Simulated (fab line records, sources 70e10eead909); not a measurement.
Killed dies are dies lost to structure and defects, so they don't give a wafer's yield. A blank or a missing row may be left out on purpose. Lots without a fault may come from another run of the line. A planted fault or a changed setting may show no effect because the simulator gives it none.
fab line records | flow nand_harc | part 1 of 2: steps 1 to 30 of 46
record lots=5 wafers=15 last_day=32
route steps=1302 shown P_CONTACT@251 P_M0@253 P_M1@285
lots that met no fault: from a run of the same line without faults
start_h: hours from the record's first day to the start of the lot's first wafer shown | wait_h: hours since the lot's step before | " the same as in the row above | L1.1+2: a row that stands for several wafers | - no value, or no start given | * or withheld: withheld | < > ~ a bound
route shown NAME@n: a module of which the file shows steps, and the number in the route of the first | usual: mean/standard deviation of fault-free wafers | same: alike in all rows | chamber/n: place in a boat | sites: the reading at each site | _std_site: their standard deviation | _edge_site: outer sites' mean less inner sites' | radius_mm: how far each site lies from the wafer's centre | mask NAME#n: copy n | behind: the tool/chamber that last shaped the wafer | hold: why the lot was held/for how many hours/how that ended | device: the transistor (n, p or np) that didn't switch | end of line: the same wafers' tests at the end of the route | a step without rows: its recipe alone | killed: dies lost to structure and defects at the first sort, not the wafer's yield | map: a wafer's dies, x killed, . not, _ none there
set.NAME: the setting as run; set.NAME@STEP: as run at that earlier step | model.NAME: the simulator's own value behind a step, which no gauge read
lots at some steps of the route; a table a step, a row a wafer
services: from which hour (start_h, from the record's first day; less than 0 if before it) a tool's chamber was out of use, for how many hours, and why
## steps
# step NHARC_P_CONTACT_SRD_26
# columns lot.wafer tool chamber start_h wait_h
L079.6+1+3 wet_bench-02 1,3,6 168.83 0.0
L084.2+6+3 wet_bench-09 3,5,7 224.44 0.0
L086.5+6+2 wet_bench-02 7,2,3 243.26 0.0
L096.2+5+3 wet_bench-09 7,0,2 339.58 0.0
L097.4+2+6 wet_bench-06 0,1,2 346.85 0.0
# step NHARC_P_CONTACT_INSPECT_27
# usual raw_defect_count=284/110
# columns lot.wafer tool chamber start_h wait_h raw_defect_count
L079.1 defect_inspect-02 - 168.91 0.1 364
L079.3 " - " " 347
L079.6 " - " " 618
L084.2 defect_inspect-01 - 224.54 0.1 160
L084.3 " - " " 136
L084.6 " - " " 133
L086.2 defect_inspect-02 - 243.35 0.1 207
L086.5 " - " " 289
L086.6 " - " " 179
L096.2 defect_inspect-02 - 339.66 0.1 242
L096.3 " - " " 129
L096.5 " - " " 224
L097.2 defect_inspect-02 - 346.92 0.1 228
L097.4 " - " " 244
L097.6 " - " " 323
# step NHARC_P_M0_DEP_00
# recipe target_thk_a=1500 target_thk_nm=150 temp_c=withheld pressure_torr=5 flow_sccm=200 rf_w=600 material=SiOC
# columns lot.wafer tool chamber start_h wait_h
L079.1+3+6 pecvd-01 0,1,2 168.98 0.1
L084.2+3+6 pecvd-04 0,1,0 224.65 0.1
L086.2+5+6 pecvd-04 0,0,2 243.41 0.1
L096.2+3+5 pecvd-01 1,0,0 339.73 0.1
L097.2+6+4 pecvd-02 1,0,1 347.08 0.2
# step NHARC_P_M0_DEHYDRATE_01
# recipe temp_c=150 time_s=120
# columns lot.wafer tool chamber start_h wait_h
L079.1+3+6 litho_track-01 0 169.38 -
L084.2+3+6 litho_track-04 0 225.01 -
L086.2+5+6 litho_track-01 0 243.82 -
L096.2+3+5 litho_track-04 0 340.13 -
L097.2+4+6 litho_track-01 0 347.39 -
# step NHARC_P_M0_HMDS_02
# recipe time_s=30
# columns lot.wafer tool chamber start_h wait_h
L079.1+3+6 litho_track-01 0 - -
L084.2+3+6 litho_track-04 0 - -
L086.2+5+6 litho_track-01 0 - -
L096.2+3+5 litho_track-04 0 - -
L097.2+4+6 litho_track-01 0 - -
# step NHARC_P_M0_COAT_33
# recipe temp_c=200 time_s=65
# columns lot.wafer tool chamber start_h wait_h
L079.1+3+6 litho_track-01 0 - -
L084.2+3+6 litho_track-04 0 - -
L086.2+5+6 litho_track-01 0 - -
L096.2+3+5 litho_track-04 0 - -
L097.2+4+6 litho_track-01 0 - -
# step NHARC_P_M0_COAT_03
# recipe spin_rpm=1500 resist_thk_nm=90
# columns lot.wafer tool chamber start_h wait_h
L079.1+3+6 litho_track-01 0 - -
L084.2+3+6 litho_track-04 0 - -
L086.2+5+6 litho_track-01 0 - -
L096.2+3+5 litho_track-04 0 - -
L097.2+4+6 litho_track-01 0 - -
# step NHARC_P_M0_SOFTBAKE_04
# recipe temp_c=105 time_s=55
# columns lot.wafer tool chamber start_h wait_h
L079.1+3+6 litho_track-01 0 - -
L084.2+3+6 litho_track-04 0 - -
L086.2+5+6 litho_track-01 0 - -
L096.2+3+5 litho_track-04 0 - -
L097.2+4+6 litho_track-01 0 - -
# step NHARC_P_M0_EBR_05
# columns lot.wafer tool chamber start_h wait_h
L079.1+3+6 litho_track-01 0 - -
L084.2+3+6 litho_track-04 0 - -
L086.2+5+6 litho_track-01 0 - -
L096.2+3+5 litho_track-04 0 - -
L097.2+4+6 litho_track-01 0 - -
# step NHARC_P_M0_EXPOSE_06
# recipe na=1.35 target_cd_nm=90 dose_mj=81.28 mask_id=P_M0
# columns lot.wafer tool chamber start_h wait_h mask
L079.1+3+6 arfi_scanner-02 0 169.67 - P_M0#0
L084.2+3+6 arfi_scanner-01 0 225.30 - P_M0#0
L086.2+5+6 arfi_scanner-02 0 244.11 - P_M0#0
L096.2+3+5 arfi_scanner-02 0 340.43 - P_M0#0
L097.2+4+6 arfi_scanner-01 0 347.69 - P_M0#0
# step NHARC_P_M0_PEB_07
# recipe peb_temp_c=100 peb_time_s=65
# columns lot.wafer tool chamber start_h wait_h
L079.1+3+6 litho_track-06 0 169.73 0.1
L084.2+3+6 litho_track-04 0 225.36 0.1
L086.2+5+6 litho_track-04 0 244.17 0.1
L096.2+3+5 litho_track-01 0 340.48 0.1
L097.2+4+6 litho_track-04 0 347.74 0.1
# step NHARC_P_M0_DEVELOP_08
# recipe develop_time_s=35 dev_temp_c=23
# columns lot.wafer tool chamber start_h wait_h
L079.1+3+6 litho_track-06 0 - -
L084.2+3+6 litho_track-04 0 - -
L086.2+5+6 litho_track-04 0 - -
L096.2+3+5 litho_track-01 0 - -
L097.2+4+6 litho_track-04 0 - -
# step NHARC_P_M0_CD_MEAS_09
# recipe target_cd_nm=90 landing_energy_ev=500
# usual cd_nm=89.9/0.79
# columns lot.wafer tool chamber start_h wait_h cd_nm
L079.1 cd_sem-01 0 169.81 - 91.0
L079.3 " 0 " " 90.2
L079.6 " 0 " " 90.3
L084.2 cd_sem-01 0 225.44 - 89.6
L084.3 " 0 " " 90.0
L084.6 " 0 " " 89.9
L086.2 cd_sem-01 0 244.25 - 90.8
L086.5 " 0 " " 90.1
L086.6 " 0 " " 91.3
L096.2 cd_sem-03 0 340.57 - 89.5
L096.3 " 0 " " 88.8
L096.5 " 0 " " 89.2
L097.2 cd_sem-01 0 347.82 - 90.2
L097.4 " 0 " " 89.1
L097.6 " 0 " " 89.9
# step NHARC_P_M0_OVL_MEAS_10
# recipe pitch_nm=180
# usual overlay_x_nm=-0.1/0.85 overlay_y_nm=0.1/0.69
# columns lot.wafer tool chamber start_h wait_h overlay_x_nm overlay_y_nm
L079.1 overlay-02 - 169.90 - -1.9 -0.5
L079.3 " - " " -1.5 -0.3
L079.6 " - " " -1.8 0.6
L084.2 overlay-01 - 225.53 - -0.4 0.1
L084.3 " - " " -0.4 0.6
L084.6 " - " " -0.2 1.1
L086.2 overlay-01 - 244.34 - -1.1 -0.8
L086.5 " - " " -0.9 -1.0
L086.6 " - " " -0.6 -0.8
L096.2 overlay-02 - 340.65 - 0.7 -0.7
L096.3 " - " " 1.2 0.0
L096.5 " - " " 1.5 -0.1
L097.2 overlay-01 - 347.91 - 0.6 -0.2
L097.4 " - " " 0.3 -0.4
L097.6 " - " " 0.8 -1.2
# step NHARC_P_M0_INSPECT_11
# usual raw_defect_count=4.8/2.8
# columns lot.wafer tool chamber start_h wait_h raw_defect_count
L079.1 defect_inspect-02 - 169.94 0.0 5
L079.3 " - " " 5
L079.6 " - " " 11
L084.2 defect_inspect-01 - 225.58 0.1 5
L084.3 " - " " 5
L084.6 " - " " 4
L086.2 defect_inspect-02 - 244.37 0.0 2
L086.5 " - " " 6
L086.6 " - " " 2
L096.2 defect_inspect-02 - 340.69 0.0 15
L096.3 " - " " 11
L096.5 " - " " 7
L097.2 defect_inspect-01 - 347.95 0.0 7
L097.4 " - " " 2
L097.6 " - " " 6
# step NHARC_P_M0_DESCUM_14
# recipe time_s=3 o2_flow_sccm=200 ar_flow_sccm=0 bias_power_w=0 chemistry=O2
# usual drypump_motor_current_A=5.6/0.5 oes_product_au=1.001/0.013 rf_vpp_V=57.7/0.96 showerhead_plenum_p_Torr=1.91/0.095 throttle_valve_pct=11.312/0.0082
# columns lot.wafer tool chamber start_h wait_h drypump_motor_current_A oes_product_au rf_hours_counter_h rf_vpp_V showerhead_plenum_p_Torr throttle_valve_pct
L079.1 rie_diel-04 2 170.00 0.1 6.4 1.017 23 57.1 1.86 11.310
L079.3 " 0 " " 6.0 1.004 23 57.8 2.03 11.314
L079.6 " 3 " " 5.0 0.989 - 56.0 1.80 11.303
L084.2 rie_diel-04 3 225.64 0.1 5.0 1.006 8 55.7 1.80 11.319
L084.3 " 2 " " 6.4 1.003 8 56.9 1.85 11.318
L084.6 " 0 " " 6.0 1.015 - 58.2 2.02 11.310
L086.2 rie_diel-08 1 244.46 0.1 5.5 1.012 15 57.1 1.95 11.315
L086.5 " 2 " " 6.3 0.987 - 57.4 1.94 11.314
L086.6 " 3 " " 5.1 0.984 - 57.6 1.98 11.329
L096.2 rie_diel-04 0 340.76 0.1 6.0 1.006 30 58.6 2.01 11.326
L096.3 " 2 " " 6.3 0.999 29 57.4 1.85 11.306
L096.5 " 0 " " 6.0 1.016 - 59.4 2.01 11.317
L097.4 rie_diel-08 1 348.01 0.1 5.5 1.002 52 57.5 1.93 11.308
L097.2 " 2 " " 6.3 0.999 44 58.0 1.93 11.304
L097.6 " 2 " " 6.3 1.016 - 57.9 1.93 11.321
# step NHARC_P_M0_ETCH_34
# recipe target_depth_a=400 overetch_a=120 time_s=43.94 ion_energy_ev=200 n2_flow_sccm=150 h2_flow_sccm=150 ar_flow_sccm=0 rf_w=400 bias_w=150 chemistry=N2/H2
# usual drypump_motor_current_A=5.6/0.51 oes_product_au=1.000/0.014 rf_vpp_V=430.2/2.9 showerhead_plenum_p_Torr=2.03/0.1 throttle_valve_pct=14.170/0.0094
# columns lot.wafer tool chamber start_h wait_h drypump_motor_current_A oes_product_au rf_hours_counter_h rf_vpp_V showerhead_plenum_p_Torr throttle_valve_pct
L079.3 rie_diel-04 1 170.08 0.1 5.5 0.983 26 431.9 2.08 14.159
L079.1 " 0 " " 6.0 1.023 23 434.2 2.16 14.176
L079.6 " 1 " " 5.5 0.983 - 431.2 2.08 14.173
L084.2 rie_diel-04 3 225.72 0.1 5.0 1.002 8 426.6 1.91 14.164
L084.3 " 1 " " 5.5 1.002 7 430.8 2.07 14.164
L084.6 " 0 " " 6.0 1.007 - 434.7 2.16 14.151
L086.2 rie_diel-08 3 244.52 0.1 5.1 1.003 15 432.6 2.11 14.171
L086.6 " 3 " " 5.1 0.997 - 431.5 2.11 14.164
L086.5 " 0 " " 6.1 1.037 - 427.3 1.90 14.162
L096.2 rie_diel-04 3 340.85 0.1 5.0 0.996 30 427.0 1.91 14.192
L096.3 " 0 " " 6.0 1.018 30 433.6 2.15 14.162
L096.5 " 1 " " 5.5 1.010 - 432.5 2.07 14.162
L097.4 rie_diel-08 3 348.10 0.1 5.1 1.005 50 433.1 2.10 14.149
L097.2 " 0 " " 6.1 1.023 49 426.1 1.89 14.171
L097.6 " 2 " " 6.3 1.001 - 429.8 2.06 14.167
# step NHARC_P_M0_ETCH_15
# recipe target_depth_a=1500 overetch_a=150 time_s=82.5 c4f8_flow_sccm=withheld ar_flow_sccm=400 rf_w=600 bias_w=300 chemistry=C4F8/Ar
# usual oes_product_au=0.955/0.022 rf_vpp_V=441/3
# columns lot.wafer tool chamber start_h wait_h oes_product_au rf_hours_counter_h rf_vpp_V
L079.1 rie_diel-04 3 - - 0.936 23 437
L079.3 " 1 " " 0.952 26 443
L079.6 " 0 " " 0.995 - 443
L084.2 rie_diel-04 2 - - 0.978 8 438
L084.3 " 1 " " 0.990 7 442
L084.6 " 2 " " 0.974 - 439
L086.2 rie_diel-08 1 - - 0.992 15 443
L086.6 " 0 " " 1.006 - 437
L086.5 " 1 " " 0.987 - 442
L096.3 rie_diel-04 0 - - 0.971 30 443
L096.2 " 1 " " 0.972 29 441
L096.5 " 0 " " 0.970 - 444
L097.2 rie_diel-08 0 - - 0.949 49 434
L097.4 " 1 " " 0.942 52 442
L097.6 " 3 " " 0.939 - 443
# step NHARC_P_M0_CD_MEAS_16
# usual cd_nm=89.9/0.98
# columns lot.wafer tool chamber start_h wait_h cd_nm
L079.1 cd_sem-03 - 170.30 - 90.9
L079.3 " - " " 89.8
L079.6 " - " " 89.4
L084.2 cd_sem-02 - 225.94 - 90.0
L084.3 " - " " 89.8
L084.6 " - " " 90.9
L086.2 cd_sem-03 - 244.73 - 90.2
L086.5 " - " " 90.0
L086.6 " - " " 91.8
L096.2 cd_sem-01 - 341.05 - 90.8
L096.3 " - " " 88.2
L096.5 " - " " 89.5
L097.2 cd_sem-03 - 348.31 - 90.2
L097.4 " - " " 88.5
L097.6 " - " " 91.8
# step NHARC_P_M0_STRIP_18
# recipe power_w=1000 n2_flow_sccm=150 h2_flow_sccm=150 ar_flow_sccm=0 bias_w=0 chemistry=N2/H2
# usual drypump_motor_current_A=5.7/0.51 oes_product_au=1.002/0.013 rf_vpp_V=90.6/1 showerhead_plenum_p_Torr=2.04/0.1 throttle_valve_pct=14.171/0.0089
# columns lot.wafer tool chamber start_h wait_h drypump_motor_current_A oes_product_au rf_hours_counter_h rf_vpp_V showerhead_plenum_p_Torr throttle_valve_pct
L079.1 rie_diel-04 3 170.40 0.1 5.0 0.984 23 89.7 1.92 14.179
L079.3 " 1 " " 5.5 0.991 26 91.1 2.08 14.177
L079.6 " 2 " " 6.4 1.015 - 91.1 1.98 14.168
L084.2 rie_diel-04 0 226.01 0.1 6.0 1.009 7 92.3 2.16 14.164
L084.3 " 3 " " 5.0 0.995 8 89.2 1.92 14.161
L084.6 " 1 " " 5.5 1.011 - 89.8 2.07 14.170
L086.2 rie_diel-04 0 244.83 0.1 6.0 1.015 10 90.4 2.16 14.160
L086.5 " 3 " " 5.0 1.000 - 90.0 1.91 14.172
L086.6 " 0 " " 6.0 0.997 - 91.4 2.16 14.158
L096.3 rie_diel-04 2 341.15 0.1 6.4 0.996 29 90.6 1.97 14.171
L096.2 " 0 " " 6.0 1.016 30 90.3 2.15 14.166
L096.5 " 2 " " 6.4 0.995 - 90.1 1.97 14.171
L097.4 rie_diel-08 2 348.38 0.1 6.4 1.017 44 89.0 2.06 14.167
L097.2 " 0 " " 6.1 1.034 49 89.0 1.89 14.176
L097.6 " 2 " " 6.3 1.004 - 91.0 2.06 14.166
# step NHARC_P_M0_STRIP_19
# recipe time_s=600 temp_c=30 chemistry=post_etch_residue_remover
# columns lot.wafer tool chamber start_h wait_h
L079.3+1+6 wet_bench-05 2,3,5 170.64 -
L084.3+2+6 wet_bench-07 5,0,1 226.29 -
L086.6+5+2 wet_bench-05 2,3,4 245.09 -
L096.5+2+3 wet_bench-05 6,0,1 341.39 -
L097.6+4+2 wet_bench-07 4,5,7 348.67 -
# step NHARC_P_M0_DEGAS_28
# recipe temp_c=250 time_s=60
# usual heater_power_w=346/35
# columns lot.wafer tool chamber start_h wait_h heater_power_w
L079.3 pvd_sputter-01 - 170.92 - 377
L079.1 " - " " 339
L079.6 " - " " 369
L084.3 pvd_sputter-03 - 226.56 - 389
L084.2 " - " " 341
L084.6 " - " " 392
L086.2 pvd_sputter-01 - 245.37 - 315
L086.5 " - " " 324
L086.6 " - " " 370
L096.3 pvd_sputter-02 - 341.70 - 296
L096.2 " - " " 324
L096.5 " - " " 308
L097.2 pvd_sputter-02 - 348.94 - 316
L097.4 " - " " 294
L097.6 " - " " 446
# step NHARC_P_M0_PRE_CLEAN_29
# recipe time_s=30 temp_c=280 gas=H2/He
# usual heater_power_w=423/41
# columns lot.wafer tool chamber start_h wait_h heater_power_w
L079.3 pvd_sputter-01 - - - 454
L079.1 " - " " 423
L079.6 " - " " 404
L084.3 pvd_sputter-03 - - - 476
L084.2 " - " " 432
L084.6 " - " " 417
L086.2 pvd_sputter-01 - - - 391
L086.6 " - " " 390
L086.5 " - " " 450
L096.2 pvd_sputter-02 - - - 362
L096.3 " - " " 535
L096.5 " - " " 365
L097.4 pvd_sputter-02 - - - 351
L097.2 " - " " 428
L097.6 " - " " 372
# step NHARC_P_M0_PVD_20
# recipe target_thk_a=50 bias_v=168.6 power_w=15000 chamber_pressure_pa=0.12 time_s=8.06 substrate_temp_c=50 material=TaN
# usual substrate_temp_c=50.00/0.11 throttle_valve_pct=30.2/0.88
# columns lot.wafer tool chamber start_h wait_h substrate_temp_c throttle_valve_pct
L079.3 pvd_sputter-01 - - - 49.90 30.9
L079.1 " - " " 49.86 31.0
L079.6 " - " " 49.95 30.7
L084.3 pvd_sputter-03 - - - 49.77 31.0
L084.2 " - " " 50.15 29.4
L084.6 " - " " 49.87 30.7
L086.2 pvd_sputter-01 - - - 50.10 30.0
L086.5 " - " " 50.14 30.0
L086.6 " - " " 49.77 29.1
L096.3 pvd_sputter-02 - - - 49.89 30.0
L096.2 " - " " 49.92 29.6
L096.5 " - " " 49.97 31.7
L097.2 pvd_sputter-02 - - - 49.84 30.8
L097.4 " - " " 50.08 31.6
L097.6 " - " " 50.04 32.0
# step NHARC_P_M0_PVD_21
# recipe target_thk_a=300 chamber_pressure_pa=5 power_w=5000 substrate_temp_c=30 time_s=20.49 material=Cu
# usual substrate_temp_c=29.99/0.098 throttle_valve_pct=30.1/0.86
# columns lot.wafer tool chamber start_h wait_h substrate_temp_c throttle_valve_pct
L079.3 pvd_sputter-01 - - - 30.05 29.9
L079.1 " - " " 30.12 31.0
L079.6 " - " " 30.10 31.0
L084.3 pvd_sputter-03 - - - 30.02 30.9
L084.2 " - " " 29.92 29.6
L084.6 " - " " 29.99 30.1
L086.2 pvd_sputter-01 - - - 29.87 29.8
L086.6 " - " " 30.06 28.6
L086.5 " - " " 29.83 30.0
L096.2 pvd_sputter-02 - - - 29.92 29.5
L096.3 " - " " 29.96 29.6
L096.5 " - " " 29.81 29.8
L097.2 pvd_sputter-02 - - - 30.02 30.8
L097.4 " - " " 30.16 29.4
L097.6 " - " " 29.82 30.8
# step NHARC_P_M0_ECD_22
# recipe target_thk_a=4000 bath_temp_c=25 material=Cu
# columns lot.wafer tool chamber start_h wait_h
L079.1+3+6 ecd_cu-01 1 171.28 -
L084.2+3+6 ecd_cu-02 0,0,1 226.97 -
L086.2+6+5 ecd_cu-01 1,1,0 245.71 -
L096.2+3+5 ecd_cu-02 0 342.12 -
L097.2+4+6 ecd_cu-02 1 349.34 -
# step NHARC_P_M0_ANNEAL_30
# recipe temp_c=225 time_s=90
# usual wafer_temp_C_max=226.0/0.34
# columns lot.wafer tool chamber start_h wait_h wafer_temp_C_max
L079.1 rtp_anneal-02 0 171.66 - 225.8
L079.3 " 0 " " 225.8
L079.6 " 0 " " 225.7
L084.2 rtp_anneal-01 0 227.40 - 226.0
L084.3 " 0 " " 226.1
L084.6 " 0 " " 226.2
L086.2 rtp_anneal-02 0 246.14 0.4 225.8
L086.5 " 0 " " 225.5
L086.6 " 0 " " 225.8
L096.2 rtp_anneal-02 0 342.57 0.4 225.7
L096.3 " 0 " " 225.9
L096.5 " 0 " " 225.8
L097.2 rtp_anneal-02 0 349.72 0.3 225.5
L097.4 " 0 " " 226.2
L097.6 " 0 " " 225.6
# step NHARC_P_M0_CMP_23
# recipe t_overpolish_s=20 target_thk_nm=117.54
# usual motor_current_A=11.3/0.93 time_to_endpoint_s=28/3.2
# columns lot.wafer tool chamber start_h wait_h motor_current_A time_to_endpoint_s
L079.3 cmp-01 1 172.01 - 10.0 32
L079.1 " 3 " " 11.0 24
L079.6 " 1 " " 10.3 30
L084.2 cmp-03 2 227.72 - 12.1 27
L084.3 " 3 " " 10.8 31
L084.6 " 2 " " 12.1 32
L086.2 cmp-02 3 246.43 - 9.8 24
L086.6 " 3 " " 10.5 23
L086.5 " 0 " " 10.7 25
L096.2 cmp-01 1 342.86 - 10.2 32
L096.3 " 2 " " 12.1 27
L096.5 " 1 " " 10.0 33
L097.4 cmp-02 3 350.02 - 9.9 24
L097.2 " 1 " " 11.5 27
L097.6 " 3 " " 9.6 24
# step NHARC_P_M0_THK_MEAS_24
# recipe thk_meas_gauge=xrf
# usual thk_nm=117.1/1.6
# columns lot.wafer tool chamber start_h wait_h thk_nm
L079.1 film_metro-02 - 172.33 - 115.2
L079.3 " - " " 117.9
L079.6 " - " " 118.7
L084.2 film_metro-01 - 228.01 - 118.1
L084.3 " - " " 117.3
L084.6 " - " " 118.7
L086.2 film_metro-02 - 246.75 - 115.6
L086.5 " - " " 116.7
L086.6 " - " " 113.9
L096.2 film_metro-01 - 343.18 - 118.2
L096.3 " - " " 115.6
L096.5 " - " " 116.4
L097.2 film_metro-01 - 350.33 - 119.0
L097.4 " - " " 116.1
L097.6 " - " " 116.2
# step NHARC_P_M0_SRD_25
# columns lot.wafer tool chamber start_h wait_h
L079.6+3+1 wet_bench-10 6,1,3 172.37 0.0
L084.6+3+2 wet_bench-08 3,7,0 228.05 0.0
L086.2+6+5 wet_bench-08 3,4,0 246.79 0.0
L096.3+2+5 wet_bench-10 1,2,3 343.22 0.0
L097.4+2+6 wet_bench-08 1,2,5 350.38 0.0
